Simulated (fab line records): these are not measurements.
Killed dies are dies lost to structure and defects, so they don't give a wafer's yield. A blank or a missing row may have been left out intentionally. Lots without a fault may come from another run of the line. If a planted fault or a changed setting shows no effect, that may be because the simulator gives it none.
The same fault as seen by 2 desks :: flow nandHarc :: numbers are kept per desk, each desk with only its own; the story behind them comes last

## METROLOGY DESK
What the gauges read for every lot (on any tool): the sampled wafers with a number, averaged. If a lot's mean is further than 4 standard deviations from the usual mean, the lot is out of limits and carries the mark OUT (the distance appears in the brackets).
Columns: A = cdNm at NHARC_P_M0_CD_MEAS_09, usual 89.7 nm
lot: L818
first seen here: day 6 09:59
A: 89.3

lot: L820
first seen here: day 7 02:02
A: 90.9

lot: L822
first seen here: day 7 18:11
A: 89.4

lot: L823
first seen here: day 8 18:38
A: 89.7

lot: L824
first seen here: day 9 06:18
A: 90.6

lot: L829
first seen here: day 10 22:08
A: 89.6

lot: L830
first seen here: day 11 05:43
A: 92.3

lot: L832
first seen here: day 12 07:13
A: 91.5

lot: L834
first seen here: day 13 00:26
A: 90.5

lot: L835
first seen here: day 13 01:00
A: 91.2

lot: L837
first seen here: day 14 06:14
A: 88.1
This desk's verdict: no lot among the 11 shows anything out of limits.

## THE TOOL OWNER'S DESK: arfiScanner-02
The tool's own readings at NHARC_P_M0_EXPOSE_06 (exposes mask P M0, target cd 90 nm): means of the sampled wafers that have a number, for each lot that ran on this tool. If a lot's mean is further than 4 standard deviations from the usual mean, the lot is out of limits and carries the mark OUT (the distance appears in the brackets).
Columns: A = exposureDoseMJCm2 at NHARC_P_M0_EXPOSE_06, usual 81.20
lot: L818
first seen here: day 6 09:51
A: 81.19

lot: L822
first seen here: day 7 18:02
A: 81.34

lot: L830
first seen here: day 11 05:35
A: 84.16 (+30) OUT

lot: L832
first seen here: day 12 07:04
A: 83.50 (+23) OUT

lot: L834
first seen here: day 13 00:18
A: 82.95 (+17) OUT
Finding of this desk: L830, L832, L834 out of limits; the first was L830 at day 11 05:35, on exposureDoseMJCm2 at NHARC_P_M0_EXPOSE_06. In limits: L818, L822.

## ALL TOGETHER
The tool owner's desk could have raised an alarm at day 11 05:35, on L830, L832, L834.
The metrology desk saw nothing out of limits.
The metrology desk has L830, L832, L834 on record, within its limits.
Of the lots named, all ran NHARC_P_M0_EXPOSE_06 on arfiScanner-02.

## WHAT THE SIMULATOR HAD INSERTED
Process parameter drift: arfiScanner-02, from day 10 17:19 on, at NHARC_P_M0_EXPOSE_06. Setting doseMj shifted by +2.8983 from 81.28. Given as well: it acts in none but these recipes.
Struck lots among those shown: L830, L832, L834.
How many hours passed from the start of the fault until each desk's first out-of-limits reading: the tool owner's desk, 12.
